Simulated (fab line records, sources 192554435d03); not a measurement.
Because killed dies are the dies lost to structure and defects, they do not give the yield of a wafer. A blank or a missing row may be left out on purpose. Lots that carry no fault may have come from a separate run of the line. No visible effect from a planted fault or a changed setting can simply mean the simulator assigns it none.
fab line records    flow n5_finfet
record: lots: 7  wafers: 39
route steps=1938 shown BEOL_M10@1470 BEOL_M14@1716
start_h: hours from the record's opening day to when the first of the lot's shown wafers began    wait_h: how many hours have passed since the lot's step before this one    " repeats the value in the row above    L1.1+2: a single row standing in for several wafers    - either no value or no given start    * or withheld: withheld    < > ~ a bound
route shown NAME@n: a module of which the file shows steps, and the number in the route of the first    usual: mean and standard deviation over wafers with no fault    same: alike in all rows    chamber/n: place in a boat    sites: each site's reading    _std_site: their standard deviation    _edge_site: outer sites' mean less inner sites'    radius_mm: for every site, how far away it sits from the centre of the wafer    mask NAME#n: copy n    behind: tool/chamber where the wafer was last shaped    hold: reason for holding the lot/hours on hold/outcome of the hold    device: transistor that didn't switch, given as n, p or np    end of line: the route-end tests of the same wafers    step lacking rows: just its recipe    killed: dies that structure and defects cost at the first sort, which is not the same as the wafer's yield    map: a wafer's dies, x killed, . not, _ none there
set.NAME: the setting that was run; set.NAME@STEP: the one run at that earlier step    model.NAME: the simulator's own value behind a step, which no gauge read
one table per step and one row per wafer, for lots whose settings were changed on purpose
== steps ==
step: N5_BEOL_M10_ILD_DEP_00
recipe: material: SiCOH_lowk  target_thk_a: 3085.1  temp_c: 300  precursor: DEMS/porogen  pressure_torr: 5  rf_w: 500  time_s: 58
lot.wafer  tool      chamber  start_h  wait_h  set.target_thk_a  model.SiCOH_lowk_of_BEOL_M10_ILD_DEP_00.thk_nm
L074.1     pecvd-04  1        234.62   0.0     4077              405
L074.2     "         2        "        "       3085.1            303.6
L074.3     "         0        "        "       3085.1            303.8
L074.4     "         0        "        "       4077              409
L074.5     "         1        "        "       3085.1            310.4
L074.6     "         2        "        "       4077              412.2
L078.1     pecvd-03  0        292.72   0.0     3085.1            308.2
L078.2     "         2        "        "       3085.1            305
L078.3     "         1        "        "       3085.1            308
L078.4     "         1        "        "       3085.1            317.2
L078.5     "         2        "        "       3085.1            311.6
L078.6     "         0        "        "       3085.1            309.8
L080.1     pecvd-04  1        304.90   0.0     3085.1            301.6
L080.2     "         2        "        "       3085.1            302.8
L080.3     "         0        "        "       4219              416
L080.4     "         1        "        "       4219              421.2
L080.5     "         2        "        "       3085.1            308.8
L080.6     "         0        "        "       4219              422.8
L088.1     pecvd-01  1        407.12   0.0     3085.1            308.2
L088.3     "         0        "        "       3085.1            309.2
L088.5     "         2        "        "       3085.1            314.8
L097.1     pecvd-01  2        421.80   0.0     3085.1            306.6
L097.2     "         0        "        "       3085.1            310
L097.3     "         1        "        "       4102              408.2
L097.4     "         1        "        "       4102              414.8
L097.5     "         0        "        "       4102              415
L097.6     "         2        "        "       3085.1            312
L094.1     pecvd-04  2        442.40   0.0     3085.1            306.2
L094.2+5   "         0,1      "        "       1286              128
L094.3     "         1        "        "       3085.1            306.6
L094.4     "         0        "        "       1286              127.4
L094.6     "         2        "        "       3085.1            309.2
L089.1     pecvd-04  1        443.22   0.0     3085.1            309.4
L089.2     "         0        "        "       3085.1            307.6
L089.3     "         2        "        "       4486              443.6
L089.4     "         0        "        "       4486              451.4
L089.5     "         2        "        "       3085.1            309.6
L089.6     "         1        "        "       4486              454.4
step: N5_BEOL_M10_CURE_71
recipe: temp_c: 385  time_s: 240  ambient: He/Ar  material: SiCOH_lowk
lot.wafer  tool        chamber  start_h  wait_h  set.target_thk_a@BEOL_M10_ILD_DEP_00  model.SiCOH_lowk_of_BEOL_M10_ILD_DEP_00.thk_nm
L074.1     uv_cure-01  2        234.69   0.0     4077                                  353.6
L074.2     "           2        "        "       3085.1                                263.6
L074.3     "           2        "        "       3085.1                                264
L074.4     "           2        "        "       4077                                  357.4
L074.5     "           2        "        "       3085.1                                269.8
L074.6     "           2        "        "       4077                                  360.2
L078.1+3   uv_cure-02  2        292.80   0.0     3085.1                                267.6
L078.2     "           2        "        "       3085.1                                264.8
L078.4     "           2        "        "       3085.1                                275.6
L078.5     "           2        "        "       3085.1                                270.8
L078.6     "           2        "        "       3085.1                                269
L080.1     uv_cure-01  1        304.98   0.0     3085.1                                261.8
L080.2     "           1        "        "       3085.1                                263
L080.3     "           1        "        "       4219                                  363.6
L080.4     "           1        "        "       4219                                  368.2
L080.5     "           1        "        "       3085.1                                268.2
L080.6     "           1        "        "       4219                                  369.6
L088.1     uv_cure-01  1        407.20   0.0     3085.1                                267.6
L088.3     "           1        "        "       3085.1                                268.6
L088.5     "           1        "        "       3085.1                                273.6
L097.1     uv_cure-02  0        421.87   0.0     3085.1                                266.2
L097.2     "           0        "        "       3085.1                                269.2
L097.3     "           0        "        "       4102                                  356.6
L097.4     "           0        "        "       4102                                  362.4
L097.5     "           0        "        "       4102                                  362.8
L097.6     "           0        "        "       3085.1                                271
L094.1     uv_cure-02  0        442.47   0.0     3085.1                                266
L094.2+5   "           0        "        "       1286                                  110
L094.3     "           0        "        "       3085.1                                266.4
L094.4     "           0        "        "       1286                                  109.4
L094.6     "           0        "        "       3085.1                                268.6
L089.1     uv_cure-02  2        443.71   0.5     3085.1                                268.8
L089.2     "           2        "        "       3085.1                                267.2
L089.3     "           2        "        "       4486                                  388.2
L089.4     "           2        "        "       4486                                  395.2
L089.5     "           2        "        "       3085.1                                269
L089.6     "           2        "        "       4486                                  398
step: N5_BEOL_M10_THK_MEAS_01
recipe: reads: SiCOH_lowk_of_BEOL_M10_ILD_DEP_00
usual: M10_ILD_THK: 268/3.4
lot.wafer  tool           chamber  start_h  wait_h  set.target_thk_a@BEOL_M10_ILD_DEP_00  M10_ILD_THK[nm]
L074.1     film_metro-01  -        235.21   0.4     4077                                  354
L074.2     "              -        "        "       3085.1                                264
L074.3     "              -        "        "       3085.1                                264
L074.4     "              -        "        "       4077                                  357
L074.5     "              -        "        "       3085.1                                270
L074.6     "              -        "        "       4077                                  360
L078.1     film_metro-02  -        293.79   0.8     3085.1                                268
L078.2     "              -        "        "       3085.1                                265
L078.3     "              -        "        "       3085.1                                268
L078.4     "              -        "        "       3085.1                                276
L078.5     "              -        "        "       3085.1                                271
L078.6     "              -        "        "       3085.1                                269
L080.1     film_metro-01  -        305.49   0.4     3085.1                                262
L080.2     "              -        "        "       3085.1                                263
L080.3     "              -        "        "       4219                                  364
L080.4     "              -        "        "       4219                                  368
L080.5     "              -        "        "       3085.1                                268
L080.6     "              -        "        "       4219                                  369
L088.1     film_metro-02  -        407.71   0.4     3085.1                                268
L088.3     "              -        "        "       3085.1                                269
L088.5     "              -        "        "       3085.1                                274
L097.1     film_metro-02  -        422.39   0.4     3085.1                                266
L097.2     "              -        "        "       3085.1                                269
L097.3     "              -        "        "       4102                                  356
L097.4     "              -        "        "       4102                                  363
L097.5     "              -        "        "       4102                                  363
L097.6     "              -        "        "       3085.1                                271
L094.1     film_metro-01  -        442.99   0.4     3085.1                                266
L094.2     "              -        "        "       1286                                  110
L094.3     "              -        "        "       3085.1                                266
L094.4     "              -        "        "       1286                                  109
L094.5     "              -        "        "       1286                                  110
L094.6     "              -        "        "       3085.1                                269
L089.1     film_metro-01  -        444.23   0.4     3085.1                                269
L089.2     "              -        "        "       3085.1                                267
L089.3     "              -        "        "       4486                                  388
L089.4     "              -        "        "       4486                                  395
L089.5     "              -        "        "       3085.1                                269
L089.6     "              -        "        "       4486                                  398
step: N5_BEOL_M10_TRENCH_ETCH_37
recipe: chemistry: C4F6/O2  target_depth_a: 1488.3  target: SiCOH_lowk  time_s: 48  ion_energy_ev: 250  pressure_mtorr: 30  source_w: 345  bias_w: 185  Ar_flow_sccm: 300  C4F6_flow_sccm: 10  O2_flow_sccm: 10
lot.wafer  tool         chamber  start_h  wait_h  set.time_s  model.BEOL_M10.feature_depth_nm  model.etch.depth_nm  model.TiN_of_BEOL_M10_HM_DEP_02.thk_nm
L074.1     rie_diel-02  0        -        -       48          147                              147                  15.8
L074.2     "            1        "        "       48          148.6                            148.5                16
L074.3     "            2        "        "       48          146.8                            146.8                16
L074.4     "            3        "        "       48          145                              144.9                16
L074.5     "            3        "        "       48          145.2                            145.2                16
L074.6     "            0        "        "       48          146.2                            146.3                15.8
L078.1     rie_diel-04  0        -        -       48          152.6                            152.7                16
L078.2     "            3        "        "       30.42       96.4                             96.41                17.2
L078.3     "            1        "        "       30.42       93.8                             93.88                17.4
L078.4     "            1        "        "       30.42       93.2                             93.21                17.2
L078.5     "            3        "        "       48          151                              151.1                15.8
L078.6     "            0        "        "       48          151                              151                  15.8
L080.1     rie_diel-05  3        -        -       64.06       192.2                            192.2                14.8
L080.2     "            1        "        "       64.06       196.6                            196.6                14.8
L080.3     "            0        "        "       64.06       195.4                            195.4                14.8
L080.4     "            2        "        "       48          147.6                            147.5                16.2
L080.5     "            0        "        "       48          145.8                            145.9                16.2
L080.6     "            3        "        "       48          145.4                            145.4                16.4
L088.1     rie_diel-02  2        -        -       48          148.4                            148.4                15.8
L088.3     "            3        "        "       48          143.8                            143.8                16
L088.5     "            1        "        "       48          145.6                            145.6                15.8
L097.1     rie_diel-02  2        -        -       48          147.2                            147.2                16.2
L097.2     "            0        "        "       72.96       226.2                            226.3                14.2
L097.3     "            3        "        "       48          144.2                            144.1                16.2
L097.4     "            1        "        "       72.96       223.8                            223.9                14
L097.5     "            3        "        "       72.96       218                              217.9                14
L097.6     "            2        "        "       48          146.4                            146.4                16
L094.1     rie_diel-05  2        -        -       48          150.6                            150.7                15.6
L094.2     "            3        "        "       48          151.6                            151.6                15.6
L094.3     "            1        "        "       48          151.2                            151.1                15.8
L094.4     "            0        "        "       65.29       201.2                            201.1                14.6
L094.5     "            0        "        "       65.29       199.4                            199.5                14.4
L094.6     "            3        "        "       65.29       206.4                            206.4                14
L089.1     rie_diel-02  0        -        -       48          150.8                            150.7                15.8
L089.2     "            2        "        "       66.23       206.4                            206.4                14.4
L089.3     "            3        "        "       48          145                              145                  16.2
L089.4     "            2        "        "       66.23       206.8                            206.8                14.6
L089.5     "            0        "        "       66.23       208.2                            208.2                14.4
L089.6     "            3        "        "       48          145.6                            145.5                16
step: N5_BEOL_M10_ETCH_41
recipe: chemistry: CH3F/O2  target: SiCN  target_depth_a: 426  taper_deg: 2  time_s: 86  ion_energy_ev: 120  mask_material: TiN  pressure_mtorr: 30  source_w: 395  bias_w: 75  Ar_flow_sccm: 150  CH3F_flow_sccm: 30  O2_flow_sccm: 20
step: N5_BEOL_M10_STRIP_77
recipe: chemistry: N2/H2  time_s: 10  power_w: 450  temp_c: 40  pressure_mtorr: 20  rf_frequency_hz: 6e+07  bias_power_w: 7  n2_flow_sccm: 200  h2_flow_sccm: 200
step: N5_BEOL_M10_ECD_50
recipe: material: Cu  target_thk_a: 3180
step: N5_BEOL_M10_ANNEAL_51
recipe: temp_c: 225  time_s: 90  ambient: N2
step: N5_BEOL_M10_CMP_52
recipe: stop_on: SiCOH_lowk  t_overpolish_s: 7  down_force_psi: 1  platen_rpm: 50  clearing_platen_down_force_psi: 1.5  clearing_platen_rpm: 50  post_cmp_clean: cu_alkaline  target_thk_nm: 140  clearing_platen_pad_velocity_m_s: 0.99484  pad_velocity_m_s: 0.99484
lot.wafer  tool    chamber  start_h  wait_h  set.time_s@BEOL_M10_TRENCH_ETCH_37  model.Cu_of_BEOL_M10_ECD_50.thk_nm
L074.1     cmp-04  3        244.80   0.3     48                                  138.2
L074.4+5   "       0        "        "       48                                  135
L074.3     "       1        "        "       48                                  137
L074.2     "       2        "        "       48                                  138.6
L074.6     "       3        "        "       48                                  136.4
L078.3     cmp-04  0        300.26   0.2     30.42                               83.8
L078.4     "       1        "        "       30.42                               83.4
L078.1     "       2        "        "       48                                  144
L078.2     "       3        "        "       30.42                               87
L078.5     "       0        "        "       48                                  142.2
L078.6     "       1        "        "       48                                  143
L080.2     cmp-04  3        313.15   0.2     64.06                               187.4
L080.1     "       0        "        "       64.06                               183
L080.4     "       1        "        "       48                                  137.8
L080.3     "       2        "        "       64.06                               185
L080.6     "       3        "        "       48                                  136.6
L080.5     "       0        "        "       48                                  135.8
L088.1     cmp-01  1        416.85   0.3     48                                  139.6
L088.3     "       0        "        "       48                                  135.4
L088.5     "       1        "        "       48                                  136.2
L097.4     cmp-03  3        432.38   0.1     72.96                               216.8
L097.1     "       0        "        "       48                                  139.6
L097.3     "       1        "        "       48                                  137.4
L097.2     "       2        "        "       72.96                               218.6
L097.5     "       3        "        "       72.96                               209.6
L097.6     "       0        "        "       48                                  138
L094.2     cmp-04  2        452.91   0.2     48                                  141.6
L094.1     "       3        "        "       48                                  141.8
L094.4     "       0        "        "       65.29                               192.4
L094.3     "       1        "        "       48                                  140.4
L094.6     "       2        "        "       65.29                               195.6
L094.5     "       3        "        "       65.29                               191
L089.1     cmp-03  1        453.71   0.4     48                                  142.6
L089.4     "       2        "        "       66.23                               198.6
L089.3     "       3        "        "       48                                  136.4
L089.2     "       0        "        "       66.23                               198
L089.5     "       1        "        "       66.23                               200.4
L089.6     "       2        "        "       48                                  137.2
step: N5_BEOL_M14_ILD_DEP_00
recipe: material: SiO2  target_thk_a: 11193  temp_c: 400  precursor: TEOS/O2  pressure_torr: 6.5  rf_w: 900  teos_flow_sccm: 161.4  gas: O2  flow_sccm: 2650  time_s: 237.4
lot.wafer  tool      chamber  start_h  wait_h  set.time_s  model.SiO2_of_BEOL_M14_ILD_DEP_00.thk_nm
L074.1     pecvd-03  2        267.40   0.0     292.9       1380
L074.2     "         1        "        "       292.9       1368
L074.3     "         0        "        "       237.4       1107
L074.4     "         0        "        "       292.9       1390
L074.5     "         2        "        "       237.4       1127
L074.6     "         1        "        "       237.4       1136
L078.1+6   pecvd-01  1,2      315.93   0.0     237.4       1110
L078.2     "         2        "        "       237.4       1091
L078.3     "         0        "        "       237.4       1112
L078.4     "         1        "        "       237.4       1143
L078.5     "         0        "        "       237.4       1122
L080.1     pecvd-04  0        333.02   0.0     237.4       1095
L080.2     "         2        "        "       237.4       1089
L080.3     "         1        "        "       237.4       1110
L080.4     "         1        "        "       237.4       1116
L080.5     "         0        "        "       237.4       1131
L080.6     "         2        "        "       237.4       1113
L088.1     pecvd-03  0        435.91   0.0     237.4       1123
L088.3     "         2        "        "       237.4       1113
L088.5     "         0        "        "       237.4       1124
L097.1     pecvd-03  2        453.81   0.0     362         1725
L097.2     "         0        "        "       237.4       1117
L097.3     "         1        "        "       237.4       1120
L097.4     "         2        "        "       237.4       1140
L097.5     "         0        "        "       362         1716
L097.6     "         1        "        "       362         1740
L089.1     pecvd-01  2        475.32   0.0     237.4       1112
L089.2     "         0        "        "       237.4       1117
L089.3     "         1        "        "       131         614
L089.4     "         2        "        "       237.4       1122
L089.5     "         0        "        "       131         623.6
L089.6     "         1        "        "       131         639.2
L094.1     pecvd-03  1        475.38   0.0     358.9       1670
L094.2     "         0        "        "       358.9       1666
L094.3     "         2        "        "       237.4       1117
L094.4     "         0        "        "       237.4       1122
L094.5     "         1        "        "       358.9       1701
L094.6     "         2        "        "       237.4       1128
step: N5_BEOL_M14_THK_MEAS_01
recipe: reads: SiO2_of_BEOL_M14_ILD_DEP_00
usual: M14_ILD_THK: 1121/14
lot.wafer  tool           chamber  start_h  wait_h  set.time_s@BEOL_M14_ILD_DEP_00  M14_ILD_THK[nm]
L074.1     film_metro-02  -        267.59   0.1     292.9                           1380
L074.2     "              -        "        "       292.9                           1367
L074.3     "              -        "        "       237.4                           1107
L074.4     "              -        "        "       292.9                           1390
L074.5     "              -        "        "       237.4                           1127
L074.6     "              -        "        "       237.4                           1137
L078.1     film_metro-02  -        316.12   0.1     237.4                           1110
L078.2     "              -        "        "       237.4                           1091
L078.3     "              -        "        "       237.4                           1111
L078.4     "              -        "        "       237.4                           1143
L078.5     "              -        "        "       237.4                           1122
L078.6     "              -        "        "       237.4                           1110
L080.1     film_metro-02  -        333.21   0.1     237.4                           1094
L080.2     "              -        "        "       237.4                           1087
L080.3     "              -        "        "       237.4                           1111
L080.4     "              -        "        "       237.4                           1116
L080.5     "              -        "        "       237.4                           1130
L080.6     "              -        "        "       237.4                           1113
L088.1     film_metro-02  -        436.10   0.1     237.4                           1123
L088.3     "              -        "        "       237.4                           1113
L088.5     "              -        "        "       237.4                           1125
L097.1     film_metro-01  -        454.00   0.1     362                             1726
L097.2     "              -        "        "       237.4                           1116
L097.3     "              -        "        "       237.4                           1119
L097.4     "              -        "        "       237.4                           1140
L097.5     "              -        "        "       362                             1715
L097.6     "              -        "        "       362                             1740
L089.1     film_metro-01  -        475.51   0.1     237.4                           1112
L089.2     "              -        "        "       237.4                           1116
L089.3     "              -        "        "       131                             614
L089.4     "              -        "        "       237.4                           1120
L089.5     "              -        "        "       131                             623
L089.6     "              -        "        "       131                             640
L094.1     film_metro-01  -        475.57   0.1     358.9                           1671
L094.2     "              -        "        "       358.9                           1665
L094.3     "              -        "        "       237.4                           1117
L094.4     "              -        "        "       237.4                           1123
L094.5     "              -        "        "       358.9                           1701
L094.6     "              -        "        "       237.4                           1128
step: N5_BEOL_M14_COAT_58
recipe: resist: BARC  temp_c: 205  time_s: 60  spin_rpm: 1500  resist_thk_nm: 89
step: N5_BEOL_M14_COAT_04
recipe: spin_rpm: 1704  resist_thk_nm: 800
step: N5_BEOL_M14_DESCUM_15
recipe: chemistry: O2  time_s: 7.9  source_power_w: 50  bias_power_w: 20  pressure_mtorr: 20  rf_frequency_hz: 2.712e+07  temp_c: 40  o2_flow_sccm: 225
step: N5_BEOL_M14_ETCH_59
recipe: chemistry: N2/H2  target: BARC  target_depth_a: 890  overetch_a: 267  time_s: 67.9  ion_energy_ev: 200  pressure_mtorr: 30  source_w: 840  bias_w: 150  n2_flow_sccm: 200  h2_flow_sccm: 200
step: N5_BEOL_M14_VIA_ETCH_16
recipe: chemistry: C4F8/O2/Ar  target: SiO2  he_inner_torr: 15  he_outer_torr: 30  target_depth_a: 12313  time_s: withheld  ion_energy_ev: 800  pressure_mtorr: 20  source_w: 1905  bias_w: 2040  Ar_flow_sccm: 400  C4F8_flow_sccm: 16  O2_flow_sccm: 12  ends: cleared
lot.wafer  tool         chamber  start_h  wait_h  set.time_s@BEOL_M14_ILD_DEP_00  model.etch.depth_nm  model.coat_of_BEOL_M14_COAT_04.thk_nm
L074.1     rie_diel-04  3        268.20   0.0     *                               1380                 389.8
L074.2     "            1        "        "       *                               1368                 394.6
L074.3     "            0        "        "       *                               1107                 457.8
L074.4     "            2        "        "       *                               1390                 394.8
L074.5     "            2        "        "       *                               1127                 457.2
L074.6     "            3        "        "       *                               1136                 451.6
L078.1     rie_diel-02  1        316.73   0.0     *                               1110                 454
L078.2     "            0        "        "       *                               1091                 458.2
L078.3     "            3        "        "       *                               1112                 453.4
L078.4     "            2        "        "       *                               1143                 448
L078.5     "            3        "        "       *                               1122                 452.2
L078.6     "            0        "        "       *                               1110                 457.6
L080.1     rie_diel-04  0        333.82   0.0     *                               1095                 461.6
L080.2     "            3        "        "       *                               1089                 461
L080.3     "            2        "        "       *                               1110                 458.2
L080.4     "            1        "        "       *                               1116                 455.2
L080.5     "            3        "        "       *                               1131                 450.2
L080.6     "            2        "        "       *                               1113                 457.8
L088.1     rie_diel-04  0        436.80   0.0     *                               1123                 455
L088.3     "            2        "        "       *                               1113                 460.4
L088.5     "            1        "        "       *                               1124                 457.2
L097.1     rie_diel-04  2        454.55   0.0     *                               1725                 315.6
L097.2     "            0        "        "       *                               1117                 457.2
L097.3     "            1        "        "       *                               1120                 459
L097.4     "            3        "        "       *                               1140                 451.2
L097.5     "            1        "        "       *                               1716                 317.2
L097.6     "            2        "        "       *                               1740                 313
L089.1     rie_diel-05  1        475.99   0.0     *                               1112                 456.4
L089.2     "            2        "        "       *                               1117                 458.8
L089.3     "            0        "        "       *                               614                  576
L089.4     "            0        "        "       *                               1122                 455.6
L089.5     "            2        "        "       *                               623.6                572.8
L089.6     "            1        "        "       *                               639.2                568
L094.1     rie_diel-04  3        476.17   0.0     *                               1670                 326.2
L094.2     "            1        "        "       *                               1666                 328
L094.3     "            2        "        "       *                               1117                 459.2
L094.4     "            0        "        "       *                               1122                 456
L094.5     "            1        "        "       *                               1701                 320
L094.6     "            0        "        "       *                               1128                 454.4
step: N5_BEOL_M14_STRIP_63
recipe: chemistry: O2  power_w: 600  temp_c: 60  pressure_mtorr: 30  rf_frequency_hz: 6e+07  bias_power_w: 0  overash_fraction: 0.3  o2_flow_sccm: 225
step: N5_BEOL_M14_STRIP_64
recipe: chemistry: O2  power_w: 600  temp_c: 60  pressure_mtorr: 30  rf_frequency_hz: 6e+07  bias_power_w: 0  overash_fraction: 0.3  o2_flow_sccm: 225
step: N5_BEOL_M14_STRIP_71
recipe: chemistry: post_etch_residue_remover  time_s: 60  temp_c: 25  remover_ph: withheld  remover_water_wt_pct: withheld  remover_fluoride_wt_pct: withheld
step: N5_BEOL_M14_SRD_72
recipe: time_s: 30  temp_c: 23  rinse_liquid: diw  dry: n2_spin  spin_rpm: 1500  dry_time_s: 30
step: N5_BEOL_M14_CD_MEAS_17
recipe: target_cd_nm: 250  polarity: opening
usual: cd_nm: 250.7/1.5
lot.wafer  tool       chamber  start_h  wait_h  set.time_s@BEOL_M14_ILD_DEP_00  cd_nm
L074.1     cd_sem-03  -        268.55   0.0     292.9                           253.1
L074.2     "          -        "        "       292.9                           254.0
L074.3     "          -        "        "       237.4                           252.8
L074.4     "          -        "        "       292.9                           253.8
L074.5     "          -        "        "       237.4                           251.7
L074.6     "          -        "        "       237.4                           251.7
L078.1     cd_sem-01  -        317.11   0.0     237.4                           253.3
L078.2     "          -        "        "       237.4                           251.2
L078.3     "          -        "        "       237.4                           251.7
L078.4     "          -        "        "       237.4                           254.7
L078.5     "          -        "        "       237.4                           252.3
L078.6     "          -        "        "       237.4                           253.2
L080.1     cd_sem-03  -        334.17   0.0     237.4                           250.2
L080.2     "          -        "        "       237.4                           248.9
L080.3     "          -        "        "       237.4                           250.4
L080.4     "          -        "        "       237.4                           250.6
L080.5     "          -        "        "       237.4                           252.0
L080.6     "          -        "        "       237.4                           250.7
L088.1     cd_sem-01  -        437.16   0.0     237.4                           252.6
L088.3     "          -        "        "       237.4                           251.7
L088.5     "          -        "        "       237.4                           250.8
L097.1     cd_sem-02  -        454.90   0.0     362                             254.1
L097.2     "          -        "        "       237.4                           248.8
L097.3     "          -        "        "       237.4                           248.5
L097.4     "          -        "        "       237.4                           249.8
L097.5     "          -        "        "       362                             254.9
L097.6     "          -        "        "       362                             255.3
L089.1     cd_sem-02  -        476.34   0.0     237.4                           250.0
L089.2     "          -        "        "       237.4                           249.8
L089.3     "          -        "        "       131                             243.3
L089.4     "          -        "        "       237.4                           248.9
L089.5     "          -        "        "       131                             245.0
L089.6     "          -        "        "       131                             245.0
L094.1     cd_sem-01  -        476.52   0.0     358.9                           257.4
L094.2     "          -        "        "       358.9                           257.7
L094.3     "          -        "        "       237.4                           250.4
L094.4     "          -        "        "       237.4                           251.8
L094.5     "          -        "        "       358.9                           254.3
L094.6     "          -        "        "       237.4                           250.8
== key ==
split: step: N5_BEOL_M10_ILD_DEP_00  setting: target_thk_a  stated: 3085.1  by: wafer
response: step: N5_BEOL_M10_ILD_DEP_00  reading: model.SiCOH_lowk_of_BEOL_M10_ILD_DEP_00.thk_nm  change: +3.11  per: 1%  r: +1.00
response: step: N5_BEOL_M10_CURE_71  reading: model.SiCOH_lowk_of_BEOL_M10_ILD_DEP_00.thk_nm  change: +2.75  per: 1%  r: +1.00
response: step: N5_BEOL_M10_THK_MEAS_01  reading: M10_ILD_THK  change: +2.75  per: 1%  r: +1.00
split: step: N5_BEOL_M10_TRENCH_ETCH_37  setting: time_s  stated: 48  by: wafer
response: step: N5_BEOL_M10_TRENCH_ETCH_37  reading: model.BEOL_M10.feature_depth_nm  change: +1.5  per: 1%  r: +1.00
response: step: N5_BEOL_M10_TRENCH_ETCH_37  reading: model.etch.depth_nm  change: +1.5  per: 1%  r: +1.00
response: step: N5_BEOL_M10_TRENCH_ETCH_37  reading: model.TiN_of_BEOL_M10_HM_DEP_02.thk_nm  change: -0.0397  per: 1%  r: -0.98
response: step: N5_BEOL_M10_CMP_52  reading: model.Cu_of_BEOL_M10_ECD_50.thk_nm  change: +1.5  per: 1%  r: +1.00
split: step: N5_BEOL_M14_ILD_DEP_00  setting: time_s  stated: 237.4  by: wafer
response: step: N5_BEOL_M14_ILD_DEP_00  reading: model.SiO2_of_BEOL_M14_ILD_DEP_00.thk_nm  change: +11.1  per: 1%  r: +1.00
response: step: N5_BEOL_M14_THK_MEAS_01  reading: M14_ILD_THK  change: +11.1  per: 1%  r: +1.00
response: step: N5_BEOL_M14_VIA_ETCH_16  reading: model.etch.depth_nm  change: +11.1  per: 1%  r: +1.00
response: step: N5_BEOL_M14_VIA_ETCH_16  reading: model.coat_of_BEOL_M14_COAT_04.thk_nm  change: -2.62  per: 1%  r: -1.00
response: step: N5_BEOL_M14_CD_MEAS_17  reading: cd_nm  change: +0.107  per: 1%  r: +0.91
